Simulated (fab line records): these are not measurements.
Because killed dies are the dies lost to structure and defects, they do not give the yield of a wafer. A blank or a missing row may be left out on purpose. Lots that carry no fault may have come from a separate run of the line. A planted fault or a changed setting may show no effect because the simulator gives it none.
Which tool was responsible? :: flow nandHarc :: 24 lots with 72 wafers sampled at 6 steps, on a route of 1159 steps

== WHAT EACH GAUGE READ, for each wafer ==
NHARC_P_M0_THK_MEAS_24: measures by xrf.
lot: L074
measured: day 6 08:10
on: filmMetro-01
thkNm (nm): 114.5 117.7 118.0

lot: L076
measured: day 6 12:01
on: filmMetro-02
thkNm (nm): 116.8 113.6 118.9

lot: L075
measured: day 6 12:20
on: filmMetro-02
thkNm (nm): 116.1 115.6 116.9

lot: L077
measured: day 6 17:11
on: filmMetro-02
thkNm (nm): 118.8 116.2 117.4

lot: L078
measured: day 7 02:08
on: filmMetro-02
thkNm (nm): 119.5 117.6 115.5

lot: L079
measured: day 7 02:45
on: filmMetro-02
thkNm (nm): 119.5 120.0 118.8

lot: L081
measured: day 7 08:57
on: filmMetro-02
thkNm (nm): 115.7 117.2 115.3

lot: L080
measured: day 7 09:11
on: filmMetro-01
thkNm (nm): 117.6 116.8 116.2

lot: L083
measured: day 8 06:44
on: filmMetro-01
thkNm (nm): 115.6 115.4 116.0

lot: L082
measured: day 8 07:17
on: filmMetro-02
thkNm (nm): 116.9 117.6 116.6

lot: L085
measured: day 8 09:20
on: filmMetro-01
thkNm (nm): 119.7 115.5 117.2

lot: L084
measured: day 8 10:35
on: filmMetro-02
thkNm (nm): 117.4 118.3 116.2

lot: L086
measured: day 9 03:04
on: filmMetro-02
thkNm (nm): 117.1 115.9 118.1

lot: L087
measured: day 9 03:36
on: filmMetro-01
thkNm (nm): 117.0 117.1 116.8

lot: L088
measured: day 9 11:49
on: filmMetro-02
thkNm (nm): 117.0 119.5 117.0

lot: L089
measured: day 9 21:25
on: filmMetro-02
thkNm (nm): 117.3 117.3 116.5

lot: L090
measured: day 9 22:05
on: filmMetro-02
thkNm (nm): 112.2 117.1 115.5

lot: L091
measured: day 10 10:28
on: filmMetro-01
thkNm (nm): 118.4 117.4 119.8

lot: L092
measured: day 10 18:04
on: filmMetro-02
thkNm (nm): 117.9 118.1 116.8

lot: L093
measured: day 10 18:25
on: filmMetro-02
thkNm (nm): 116.8 114.8 117.8

lot: L094
measured: day 10 21:34
on: filmMetro-01
thkNm (nm): 117.0 118.2 115.6

lot: L095
measured: day 11 03:19
on: filmMetro-01
thkNm (nm): 117.2 112.7 115.5

lot: L096
measured: day 11 09:07
on: filmMetro-02
thkNm (nm): 118.6 115.6 115.2

lot: L097
measured: day 12 02:51
on: filmMetro-01
thkNm (nm): 117.4 118.8 118.1

NHARC_P_M1_INSPECT_27.
lot: L074
measured: day 6 12:47
on: defectInspect-02
rawDefectCount: 376 236 303

lot: L076
measured: day 6 16:27
on: defectInspect-01
rawDefectCount: 255 281 185

lot: L075
measured: day 6 17:04
on: defectInspect-01
rawDefectCount: 272 383 352

lot: L077
measured: day 6 21:34
on: defectInspect-02
rawDefectCount: 330 249 397

lot: L078
measured: day 7 06:37
on: defectInspect-02
rawDefectCount: 173 229 255

lot: L079
measured: day 7 07:05
on: defectInspect-01
rawDefectCount: 315 339 236

lot: L081
measured: day 7 14:12
on: defectInspect-02
rawDefectCount: 201 198 300

lot: L080
measured: day 7 14:28
on: defectInspect-01
rawDefectCount: 443 223 279

lot: L083
measured: day 8 11:02
on: defectInspect-02
rawDefectCount: 304 325 326

lot: L082
measured: day 8 11:46
on: defectInspect-01
rawDefectCount: 279 277 277

lot: L085
measured: day 8 13:34
on: defectInspect-01
rawDefectCount: 544 371 609

lot: L084
measured: day 8 15:14
on: defectInspect-01
rawDefectCount: 185 297 509

lot: L086
measured: day 9 07:22
on: defectInspect-01
rawDefectCount: 456 241 259

lot: L087
measured: day 9 08:17
on: defectInspect-01
rawDefectCount: 225 224 282

lot: L088
measured: day 9 16:36
on: defectInspect-01
rawDefectCount: 366 266 254

lot: L089
measured: day 10 01:44
on: defectInspect-01
rawDefectCount: 297 201 313

lot: L090
measured: day 10 02:25
on: defectInspect-01
rawDefectCount: 180 284 305

lot: L091
measured: day 10 14:48
on: defectInspect-02
rawDefectCount: 257 323 339

lot: L092
measured: day 10 22:49
on: defectInspect-01
rawDefectCount: 555 546 282

lot: L093
measured: day 10 23:01
on: defectInspect-02
rawDefectCount: 263 173 221

lot: L094
measured: day 11 01:53
on: defectInspect-01
rawDefectCount: 525 279 478

lot: L095
measured: day 11 07:37
on: defectInspect-01
rawDefectCount: 530 318 288

lot: L096
measured: day 11 13:22
on: defectInspect-02
rawDefectCount: 602 486 359

lot: L097
measured: day 12 07:12
on: defectInspect-02
rawDefectCount: 296 163 150

NHARC_P_BONDPAD_OVL_MEAS_38.
lot: L074
measured: day 6 19:04
on: overlay-01
overlayXNm (nm): 1 2 1
overlayYNm (nm): -12 -12 -12

lot: L076
measured: day 6 22:29
on: overlay-02
overlayXNm (nm): -10 -10 -10
overlayYNm (nm): -8 -9 -8

lot: L075
measured: day 6 23:04
on: overlay-02
overlayXNm (nm): -1 -1 0
overlayYNm (nm): 2 3 2

lot: L077
measured: day 7 03:39
on: overlay-02
overlayXNm (nm): -3 -3 -3
overlayYNm (nm): -5 -6 -6

lot: L078
measured: day 7 12:38
on: overlay-02
overlayXNm (nm): 7 6 6
overlayYNm (nm): -2 -2 -2

lot: L079
measured: day 7 13:28
on: overlay-02
overlayXNm (nm): -5 -5 -5
overlayYNm (nm): -7 -6 -7

lot: L081
measured: day 7 20:25
on: overlay-01
overlayXNm (nm): -2 -2 -2
overlayYNm (nm): -5 -5 -4

lot: L080
measured: day 7 20:35
on: overlay-02
overlayXNm (nm): 0 0 0
overlayYNm (nm): -3 -2 -2

lot: L083
measured: day 8 17:22
on: overlay-02
overlayXNm (nm): -5 -5 -5
overlayYNm (nm): 5 6 6

lot: L082
measured: day 8 17:53
on: overlay-02
overlayXNm (nm): -12 -12 -11
overlayYNm (nm): -2 -2 -2

lot: L085
measured: day 8 19:52
on: overlay-01
overlayXNm (nm): -11 -11 -11
overlayYNm (nm): 3 4 3

lot: L084
measured: day 8 21:11
on: overlay-01
overlayXNm (nm): -7 -8 -7
overlayYNm (nm): 5 5 5

lot: L086
measured: day 9 14:05
on: overlay-02
overlayXNm (nm): -8 -8 -9
overlayYNm (nm): -5 -5 -4

lot: L087
measured: day 9 14:44
on: overlay-02
overlayXNm (nm): -3 -4 -4
overlayYNm (nm): -5 -5 -5

lot: L088
measured: day 9 22:42
on: overlay-01
overlayXNm (nm): 0 0 0
overlayYNm (nm): -2 -2 -2

lot: L089
measured: day 10 07:40
on: overlay-01
overlayXNm (nm): 4 4 4
overlayYNm (nm): -15 -13 -14

lot: L090
measured: day 10 08:23
on: overlay-01
overlayXNm (nm): 4 4 5
overlayYNm (nm): -6 -6 -6

lot: L091
measured: day 10 21:05
on: overlay-02
overlayXNm (nm): 7 7 7
overlayYNm (nm): -3 -3 -2

lot: L092
measured: day 11 05:04
on: overlay-02
overlayXNm (nm): -2 -2 -2
overlayYNm (nm): -9 -9 -9

lot: L093
measured: day 11 05:27
on: overlay-01
overlayXNm (nm): 7 7 7
overlayYNm (nm): -6 -7 -6

lot: L094
measured: day 11 07:53
on: overlay-02
overlayXNm (nm): -5 -4 -4
overlayYNm (nm): 6 5 5

lot: L095
measured: day 11 13:40
on: overlay-01
overlayXNm (nm): -4 -4 -4
overlayYNm (nm): 2 3 3

lot: L096
measured: day 11 19:50
on: overlay-02
overlayXNm (nm): 4 3 4
overlayYNm (nm): -10 -10 -10

lot: L097
measured: day 12 13:16
on: overlay-02
overlayXNm (nm): -6 -6 -6
overlayYNm (nm): 3 2 2

NHARC_A_START_INSPECT_01.
lot: L074
measured: day 6 22:14
on: defectInspect-02
rawDefectCount: 3 3 3

lot: L076
measured: day 7 01:40
on: defectInspect-02
rawDefectCount: 2 5 8

lot: L075
measured: day 7 02:28
on: defectInspect-01
rawDefectCount: 1 3 1

lot: L077
measured: day 7 06:49
on: defectInspect-02
rawDefectCount: 7 7 7

lot: L078
measured: day 7 15:47
on: defectInspect-01
rawDefectCount: 9 5 2

lot: L079
measured: day 7 16:38
on: defectInspect-01
rawDefectCount: 1 1 2

lot: L081
measured: day 7 23:32
on: defectInspect-02
rawDefectCount: 1 4 7

lot: L080
measured: day 7 23:48
on: defectInspect-01
rawDefectCount: 5 6 1

lot: L083
measured: day 8 20:37
on: defectInspect-01
rawDefectCount: 5 4 5

lot: L082
measured: day 8 21:06
on: defectInspect-02
rawDefectCount: 2 3 2

lot: L085
measured: day 8 23:02
on: defectInspect-01
rawDefectCount: 3 3 4

lot: L084
measured: day 9 00:29
on: defectInspect-02
rawDefectCount: 5 2 2

lot: L086
measured: day 9 17:28
on: defectInspect-02
rawDefectCount: 4 1 1

lot: L087
measured: day 9 17:55
on: defectInspect-02
rawDefectCount: 2 6 4

lot: L088
measured: day 10 01:52
on: defectInspect-02
rawDefectCount: 1 4 4

lot: L089
measured: day 10 10:52
on: defectInspect-01
rawDefectCount: 4 2 5

lot: L090
measured: day 10 11:31
on: defectInspect-02
rawDefectCount: 5 5 4

lot: L091
measured: day 11 00:17
on: defectInspect-02
rawDefectCount: 3 3 5

lot: L092
measured: day 11 08:28
on: defectInspect-02
rawDefectCount: 2 4 2

lot: L093
measured: day 11 08:48
on: defectInspect-01
rawDefectCount: 7 3 4

lot: L094
measured: day 11 11:12
on: defectInspect-01
rawDefectCount: 3 2 4

lot: L095
measured: day 11 16:54
on: defectInspect-02
rawDefectCount: 1 3 3

lot: L096
measured: day 11 23:09
on: defectInspect-02
rawDefectCount: 2 1 6

lot: L097
measured: day 12 16:26
on: defectInspect-02
rawDefectCount: 1 3 5

== WHAT TOOL EACH LOT RAN ON (gives the tool, then ch and the chambers of the sampled wafers, and finally the start) ==
lot: L074
NHARC_P_M0_PVD_21: pvdSputter-03, day 6 08:10 or earlier
NHARC_P_M1_PVD_20: pvdSputter-02, day 6 12:47 or earlier

lot: L076
NHARC_P_M0_PVD_21: pvdSputter-01, day 6 12:01 or earlier
NHARC_P_M1_PVD_20: pvdSputter-01, day 6 16:27 or earlier

lot: L075
NHARC_P_M0_PVD_21: pvdSputter-01, day 6 12:20 or earlier
NHARC_P_M1_PVD_20: pvdSputter-02, day 6 17:04 or earlier

lot: L077
NHARC_P_M0_PVD_21: pvdSputter-01, day 6 17:11 or earlier
NHARC_P_M1_PVD_20: pvdSputter-01, day 6 21:34 or earlier

lot: L078
NHARC_P_M0_PVD_21: pvdSputter-01, day 7 02:08 or earlier
NHARC_P_M1_PVD_20: pvdSputter-01, day 7 06:37 or earlier

lot: L079
NHARC_P_M0_PVD_21: pvdSputter-01, day 7 02:45 or earlier
NHARC_P_M1_PVD_20: pvdSputter-03, day 7 07:05 or earlier

lot: L081
NHARC_P_M0_PVD_21: pvdSputter-02, day 7 08:57 or earlier
NHARC_P_M1_PVD_20: pvdSputter-01, day 7 14:12 or earlier

lot: L080
NHARC_P_M0_PVD_21: pvdSputter-03, day 7 09:11 or earlier
NHARC_P_M1_PVD_20: pvdSputter-03, day 7 14:28 or earlier

lot: L083
NHARC_P_M0_PVD_21: pvdSputter-03, day 8 06:44 or earlier
NHARC_P_M1_PVD_20: pvdSputter-03, day 8 11:02 or earlier

lot: L082
NHARC_P_M0_PVD_21: pvdSputter-02, day 8 07:17 or earlier
NHARC_P_M1_PVD_20: pvdSputter-01, day 8 11:46 or earlier

lot: L085
NHARC_P_M0_PVD_21: pvdSputter-03, day 8 09:20 or earlier
NHARC_P_M1_PVD_20: pvdSputter-02, day 8 13:34 or earlier

lot: L084
NHARC_P_M0_PVD_21: pvdSputter-03, day 8 10:35 or earlier
NHARC_P_M1_PVD_20: pvdSputter-01, day 8 15:14 or earlier

lot: L086
NHARC_P_M0_PVD_21: pvdSputter-03, day 9 03:04 or earlier
NHARC_P_M1_PVD_20: pvdSputter-03, day 9 07:22 or earlier

lot: L087
NHARC_P_M0_PVD_21: pvdSputter-02, day 9 03:36 or earlier
NHARC_P_M1_PVD_20: pvdSputter-03, day 9 08:17 or earlier

lot: L088
NHARC_P_M0_PVD_21: pvdSputter-03, day 9 11:49 or earlier
NHARC_P_M1_PVD_20: pvdSputter-02, day 9 16:36 or earlier

lot: L089
NHARC_P_M0_PVD_21: pvdSputter-01, day 9 21:25 or earlier
NHARC_P_M1_PVD_20: pvdSputter-03, day 10 01:44 or earlier

lot: L090
NHARC_P_M0_PVD_21: pvdSputter-02, day 9 22:05 or earlier
NHARC_P_M1_PVD_20: pvdSputter-01, day 10 02:25 or earlier

lot: L091
NHARC_P_M0_PVD_21: pvdSputter-01, day 10 10:28 or earlier
NHARC_P_M1_PVD_20: pvdSputter-02, day 10 14:48 or earlier

lot: L092
NHARC_P_M0_PVD_21: pvdSputter-01, day 10 18:04 or earlier
NHARC_P_M1_PVD_20: pvdSputter-02, day 10 22:49 or earlier

lot: L093
NHARC_P_M0_PVD_21: pvdSputter-01, day 10 18:25 or earlier
NHARC_P_M1_PVD_20: pvdSputter-01, day 10 23:01 or earlier

lot: L094
NHARC_P_M0_PVD_21: pvdSputter-02, day 10 21:34 or earlier
NHARC_P_M1_PVD_20: pvdSputter-01, day 11 01:53 or earlier

lot: L095
NHARC_P_M0_PVD_21: pvdSputter-01, day 11 03:19 or earlier
NHARC_P_M1_PVD_20: pvdSputter-01, day 11 07:37 or earlier

lot: L096
NHARC_P_M0_PVD_21: pvdSputter-01, day 11 09:07 or earlier
NHARC_P_M1_PVD_20: pvdSputter-02, day 11 13:22 or earlier

lot: L097
NHARC_P_M0_PVD_21: pvdSputter-01, day 12 02:51 or earlier
NHARC_P_M1_PVD_20: pvdSputter-02, day 12 07:12 or earlier
- NHARC_P_M0_PVD_21: deposits Cu, target thk 30 nm, time 20.49 s.
- NHARC_P_M1_PVD_20: deposits TaN, target thk 5 nm, time 8.06 s.

== AS READ BY THE TOOLS THEMSELVES (means over the sampled wafers that have a number; for cases with no such wafer, the mark the record gives instead) ==
NHARC_P_M0_PVD_21.
lot: L074
tool: pvdSputter-03
chamberPressurePa (Pa): 5.018
throttleValvePct (%): 29.6

lot: L076
tool: pvdSputter-01
chamberPressurePa (Pa): 5.000
throttleValvePct (%): 30.4

lot: L075
tool: pvdSputter-01
chamberPressurePa (Pa): 5.002
throttleValvePct (%): 30.4

lot: L077
tool: pvdSputter-01
chamberPressurePa (Pa): 4.999
throttleValvePct (%): 30.3

lot: L078
tool: pvdSputter-01
chamberPressurePa (Pa): 5.003
throttleValvePct (%): 30.6

lot: L079
tool: pvdSputter-01
chamberPressurePa (Pa): 5.007
throttleValvePct (%): 31.1

lot: L081
tool: pvdSputter-02
chamberPressurePa (Pa): 4.997
throttleValvePct (%): 30.8

lot: L080
tool: pvdSputter-03
chamberPressurePa (Pa): 4.997
throttleValvePct (%): 29.5

lot: L083
tool: pvdSputter-03
chamberPressurePa (Pa): 4.992
throttleValvePct (%): 30.3

lot: L082
tool: pvdSputter-02
chamberPressurePa (Pa): 5.000
throttleValvePct (%): 29.4

lot: L085
tool: pvdSputter-03
chamberPressurePa (Pa): 5.010
throttleValvePct (%): 29.9

lot: L084
tool: pvdSputter-03
chamberPressurePa (Pa): 4.992
throttleValvePct (%): 30.9

lot: L086
tool: pvdSputter-03
chamberPressurePa (Pa): 4.997
throttleValvePct (%): 30.8

lot: L087
tool: pvdSputter-02
chamberPressurePa (Pa): 4.993
throttleValvePct (%): 30.8

lot: L088
tool: pvdSputter-03
chamberPressurePa (Pa): 4.998
throttleValvePct (%): 29.6

lot: L089
tool: pvdSputter-01
chamberPressurePa (Pa): 5.000
throttleValvePct (%): 29.4

lot: L090
tool: pvdSputter-02
chamberPressurePa (Pa): 4.997
throttleValvePct (%): 30.0

lot: L091
tool: pvdSputter-01
chamberPressurePa (Pa): 5.004
throttleValvePct (%): 29.4

lot: L092
tool: pvdSputter-01
chamberPressurePa (Pa): 5.012
throttleValvePct (%): 30.2

lot: L093
tool: pvdSputter-01
chamberPressurePa (Pa): 5.006
throttleValvePct (%): 29.4

lot: L094
tool: pvdSputter-02
chamberPressurePa (Pa): 5.007
throttleValvePct (%): 30.0

lot: L095
tool: pvdSputter-01
chamberPressurePa (Pa): 5.005
throttleValvePct (%): 29.9

lot: L096
tool: pvdSputter-01
chamberPressurePa (Pa): 4.991
throttleValvePct (%): 29.0

lot: L097
tool: pvdSputter-01
chamberPressurePa (Pa): 4.997
throttleValvePct (%): 30.0

NHARC_P_M1_PVD_20.
lot: L074
tool: pvdSputter-02
chamberPressurePa (Pa): 0.12005
throttleValvePct (%): 30.1

lot: L076
tool: pvdSputter-01
chamberPressurePa (Pa): 0.11987
throttleValvePct (%): 30.6

lot: L075
tool: pvdSputter-02
chamberPressurePa (Pa): 0.11980
throttleValvePct (%): 30.2

lot: L077
tool: pvdSputter-01
chamberPressurePa (Pa): 0.11994
throttleValvePct (%): 30.7

lot: L078
tool: pvdSputter-01
chamberPressurePa (Pa): 0.11972
throttleValvePct (%): 30.5

lot: L079
tool: pvdSputter-03
chamberPressurePa (Pa): 0.11981
throttleValvePct (%): 30.3

lot: L081
tool: pvdSputter-01
chamberPressurePa (Pa): 0.11978
throttleValvePct (%): 29.8

lot: L080
tool: pvdSputter-03
chamberPressurePa (Pa): 0.11994
throttleValvePct (%): 29.0

lot: L083
tool: pvdSputter-03
chamberPressurePa (Pa): 0.12014
throttleValvePct (%): 30.4

lot: L082
tool: pvdSputter-01
chamberPressurePa (Pa): 0.12004
throttleValvePct (%): 30.0

lot: L085
tool: pvdSputter-02
chamberPressurePa (Pa): 0.11989
throttleValvePct (%): 30.6

lot: L084
tool: pvdSputter-01
chamberPressurePa (Pa): 0.12001
throttleValvePct (%): 29.4

lot: L086
tool: pvdSputter-03
chamberPressurePa (Pa): 0.11980
throttleValvePct (%): 29.6

lot: L087
tool: pvdSputter-03
chamberPressurePa (Pa): 0.11999
throttleValvePct (%): 29.8

lot: L088
tool: pvdSputter-02
chamberPressurePa (Pa): 0.12001
throttleValvePct (%): 30.3

lot: L089
tool: pvdSputter-03
chamberPressurePa (Pa): 0.12011
throttleValvePct (%): 30.2

lot: L090
tool: pvdSputter-01
chamberPressurePa (Pa): 0.12000
throttleValvePct (%): 30.2

lot: L091
tool: pvdSputter-02
chamberPressurePa (Pa): 0.11985
throttleValvePct (%): 31.0

lot: L092
tool: pvdSputter-02
chamberPressurePa (Pa): 0.12026
throttleValvePct (%): 30.0

lot: L093
tool: pvdSputter-01
chamberPressurePa (Pa): 0.12011
throttleValvePct (%): 30.5

lot: L094
tool: pvdSputter-01
chamberPressurePa (Pa): 0.12002
throttleValvePct (%): 29.9

lot: L095
tool: pvdSputter-01
chamberPressurePa (Pa): 0.12027
throttleValvePct (%): 30.1

lot: L096
tool: pvdSputter-02
chamberPressurePa (Pa): 0.12001
throttleValvePct (%): 30.0

lot: L097
tool: pvdSputter-02
chamberPressurePa (Pa): 0.11984
throttleValvePct (%): 29.2

== THE ANSWER, worked out from the rows above alone ==
Rule: the lots themselves supply what counts as usual. Put in order of their means at a reading, lots are off if they are a third of the lots or fewer, leave a main group of 4 or more, and stand apart from it by a gap of 3 or more times the standard deviation of the main group's means; of several such gaps the widest counts. If all means in a main group match to the digits the tables above print for the reading, that group is not used. Also off: a lot with no number at a reading for which 4 or more lots have one. The other lots that the step has rows for count as sound. First the gauges in route order, then the tools' own readings, where a lot's mean is used as printed above. The first step at which some lot is off is used, and at that step the reading that is off furthest; a lot without a number counts as furthest.
Nothing can be told from this: no lot is off at any reading shown.

== WHAT WAS PUT IN BY THE SIMULATOR ==
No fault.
